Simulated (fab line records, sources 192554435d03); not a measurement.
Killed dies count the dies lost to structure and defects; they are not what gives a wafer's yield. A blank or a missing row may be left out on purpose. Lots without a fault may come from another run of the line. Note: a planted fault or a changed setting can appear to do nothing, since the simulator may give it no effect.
Split-lot trial / flow n5 finfet / 39 wafers read from 7 lots, route of 1938 steps

## SPLIT DETAILS
At N5_SD_EPI_N_ETCH_45 (etches SiOCN in CH3F/O2, target depth 6 nm), the setting target depth a was moved away from the recipe's 60 angstrom on 18 of the 39 wafers read, by -56.3% to +36.8%. This setting was run at the recipe's value on the other wafers.

The reading is taken at the split's own step.

## THE READING
etch.depth nm (the simulator's own value, which no gauge read), in nm, at N5_SD_EPI_N_ETCH_45 (etches SiOCN in CH3F/O2, target depth 6 nm). No usual value for it is given in the file. Here, 21 wafers ran the recipe; their average is 5.946 nm with a standard deviation of 0.065 nm.

wafer=L074.1; tool, chamber at the split=rie diel-02, 3; target depth a as run, angstrom=60; against the recipe=recipe; etch.depth nm, nm=5.857; against lot-mates on the recipe=-
wafer=L074.3; tool, chamber at the split=rie diel-02, 0; target depth a as run, angstrom=60; against the recipe=recipe; etch.depth nm, nm=5.942; against lot-mates on the recipe=-
wafer=L074.6; tool, chamber at the split=rie diel-02, 2; target depth a as run, angstrom=60; against the recipe=recipe; etch.depth nm, nm=5.983; against lot-mates on the recipe=-
wafer=L080.1; tool, chamber at the split=rie diel-05, 1; target depth a as run, angstrom=60; against the recipe=recipe; etch.depth nm, nm=5.848; against lot-mates on the recipe=-
wafer=L080.2; tool, chamber at the split=rie diel-05, 2; target depth a as run, angstrom=42.68; against the recipe=-28.9%; etch.depth nm, nm=4.202; against lot-mates on the recipe=-1.687
wafer=L080.3; tool, chamber at the split=rie diel-05, 3; target depth a as run, angstrom=42.68; against the recipe=-28.9%; etch.depth nm, nm=4.172; against lot-mates on the recipe=-1.717
wafer=L080.4; tool, chamber at the split=rie diel-05, 0; target depth a as run, angstrom=60; against the recipe=recipe; etch.depth nm, nm=5.903; against lot-mates on the recipe=-
wafer=L080.5; tool, chamber at the split=rie diel-05, 2; target depth a as run, angstrom=60; against the recipe=recipe; etch.depth nm, nm=5.915; against lot-mates on the recipe=-
wafer=L080.6; tool, chamber at the split=rie diel-05, 1; target depth a as run, angstrom=42.68; against the recipe=-28.9%; etch.depth nm, nm=4.137; against lot-mates on the recipe=-1.752
wafer=L082.1; tool, chamber at the split=rie diel-02, 0; target depth a as run, angstrom=60; against the recipe=recipe; etch.depth nm, nm=5.945; against lot-mates on the recipe=-
wafer=L082.2; tool, chamber at the split=rie diel-02, 2; target depth a as run, angstrom=82.1; against the recipe=+36.8%; etch.depth nm, nm=8.238; against lot-mates on the recipe=+2.309
wafer=L082.3; tool, chamber at the split=rie diel-02, 1; target depth a as run, angstrom=60; against the recipe=recipe; etch.depth nm, nm=5.929; against lot-mates on the recipe=-
wafer=L082.4; tool, chamber at the split=rie diel-02, 3; target depth a as run, angstrom=82.1; against the recipe=+36.8%; etch.depth nm, nm=8.017; against lot-mates on the recipe=+2.088
wafer=L082.5; tool, chamber at the split=rie diel-02, 0; target depth a as run, angstrom=60; against the recipe=recipe; etch.depth nm, nm=5.912; against lot-mates on the recipe=-
wafer=L082.6; tool, chamber at the split=rie diel-02, 1; target depth a as run, angstrom=82.1; against the recipe=+36.8%; etch.depth nm, nm=8.138; against lot-mates on the recipe=+2.209
wafer=L087.1; tool, chamber at the split=rie diel-05, 3; target depth a as run, angstrom=41.41; against the recipe=-31.0%; etch.depth nm, nm=4.113; against lot-mates on the recipe=-1.897
wafer=L087.2; tool, chamber at the split=rie diel-05, 2; target depth a as run, angstrom=60; against the recipe=recipe; etch.depth nm, nm=6.023; against lot-mates on the recipe=-
wafer=L087.3; tool, chamber at the split=rie diel-05, 3; target depth a as run, angstrom=41.41; against the recipe=-31.0%; etch.depth nm, nm=4.126; against lot-mates on the recipe=-1.884
wafer=L087.4; tool, chamber at the split=rie diel-05, 2; target depth a as run, angstrom=60; against the recipe=recipe; etch.depth nm, nm=5.977; against lot-mates on the recipe=-
wafer=L087.5; tool, chamber at the split=rie diel-05, 3; target depth a as run, angstrom=41.41; against the recipe=-31.0%; etch.depth nm, nm=4.101; against lot-mates on the recipe=-1.909
wafer=L087.6; tool, chamber at the split=rie diel-05, 2; target depth a as run, angstrom=60; against the recipe=recipe; etch.depth nm, nm=6.029; against lot-mates on the recipe=-
wafer=L092.1; tool, chamber at the split=rie diel-05, 2; target depth a as run, angstrom=78.89; against the recipe=+31.5%; etch.depth nm, nm=7.703; against lot-mates on the recipe=+1.793
wafer=L092.2; tool, chamber at the split=rie diel-05, 3; target depth a as run, angstrom=78.89; against the recipe=+31.5%; etch.depth nm, nm=7.588; against lot-mates on the recipe=+1.678
wafer=L092.3; tool, chamber at the split=rie diel-05, 1; target depth a as run, angstrom=60; against the recipe=recipe; etch.depth nm, nm=5.86; against lot-mates on the recipe=-
wafer=L092.4; tool, chamber at the split=rie diel-05, 0; target depth a as run, angstrom=60; against the recipe=recipe; etch.depth nm, nm=6.008; against lot-mates on the recipe=-
wafer=L092.5; tool, chamber at the split=rie diel-05, 1; target depth a as run, angstrom=78.89; against the recipe=+31.5%; etch.depth nm, nm=7.615; against lot-mates on the recipe=+1.705
wafer=L092.6; tool, chamber at the split=rie diel-05, 2; target depth a as run, angstrom=60; against the recipe=recipe; etch.depth nm, nm=5.861; against lot-mates on the recipe=-
wafer=L093.1; tool, chamber at the split=rie diel-05, 3; target depth a as run, angstrom=60; against the recipe=recipe; etch.depth nm, nm=5.912; against lot-mates on the recipe=-
wafer=L093.2; tool, chamber at the split=rie diel-05, 0; target depth a as run, angstrom=78; against the recipe=+30.0%; etch.depth nm, nm=7.909; against lot-mates on the recipe=+1.902
wafer=L093.3; tool, chamber at the split=rie diel-05, 2; target depth a as run, angstrom=60; against the recipe=recipe; etch.depth nm, nm=5.994; against lot-mates on the recipe=-
wafer=L093.4; tool, chamber at the split=rie diel-05, 0; target depth a as run, angstrom=60; against the recipe=recipe; etch.depth nm, nm=6.114; against lot-mates on the recipe=-
wafer=L093.5; tool, chamber at the split=rie diel-05, 3; target depth a as run, angstrom=78; against the recipe=+30.0%; etch.depth nm, nm=7.726; against lot-mates on the recipe=+1.719
wafer=L093.6; tool, chamber at the split=rie diel-05, 2; target depth a as run, angstrom=78; against the recipe=+30.0%; etch.depth nm, nm=7.771; against lot-mates on the recipe=+1.764
wafer=L094.1; tool, chamber at the split=rie diel-05, 3; target depth a as run, angstrom=60; against the recipe=recipe; etch.depth nm, nm=5.935; against lot-mates on the recipe=-
wafer=L094.2; tool, chamber at the split=rie diel-05, 2; target depth a as run, angstrom=26.22; against the recipe=-56.3%; etch.depth nm, nm=2.598; against lot-mates on the recipe=-3.355
wafer=L094.3; tool, chamber at the split=rie diel-05, 0; target depth a as run, angstrom=26.22; against the recipe=-56.3%; etch.depth nm, nm=2.657; against lot-mates on the recipe=-3.296
wafer=L094.4; tool, chamber at the split=rie diel-05, 2; target depth a as run, angstrom=60; against the recipe=recipe; etch.depth nm, nm=5.96; against lot-mates on the recipe=-
wafer=L094.5; tool, chamber at the split=rie diel-05, 0; target depth a as run, angstrom=26.22; against the recipe=-56.3%; etch.depth nm, nm=2.652; against lot-mates on the recipe=-3.301
wafer=L094.6; tool, chamber at the split=rie diel-05, 3; target depth a as run, angstrom=60; against the recipe=recipe; etch.depth nm, nm=5.963; against lot-mates on the recipe=-

FIT RESULTS
A straight line over all 39 wafers: etch.depth nm changes by +0.0589 nm for each +1% of target depth a; r = +1.00; the points scatter about the line by 0.084 nm.
The same after taking each lot's own level away (the mean of its wafers on the recipe; 39 wafers): +0.059 nm for each +1%; r = +1.00; scatter 0.068 nm.
That fit puts the effect of the largest move of target depth a on the reading at 3.3 nm.
Across the lots, their own levels run from 5.8887 to 6.0097 nm, a range of 1.9 times the standard deviation given above.
The two slopes are in agreement: the lot-to-lot level therefore moves the slope only a little.
Check: for one of the wafers moved furthest among these (-56.3%), held out of the fit, the line's prediction against its lot-mates is -3.33 nm. Against them it came out at -3.35 nm.

## THESE WAFERS: OTHER SPLITS
Before the reading, these wafers also passed through other splits. Each is held against what the fit with the lots' levels taken away leaves over:
other split on the same wafers=N5_FIN_SAQP_DEVELOP_15 develop time s; wafers away from the commonest value=9; r with etch.depth nm (lot level and that fit taken away)=+0.02

## FILE'S OWN FIT
etch.depth nm changes by +0.059 nm for each +1% of target depth a, r = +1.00.
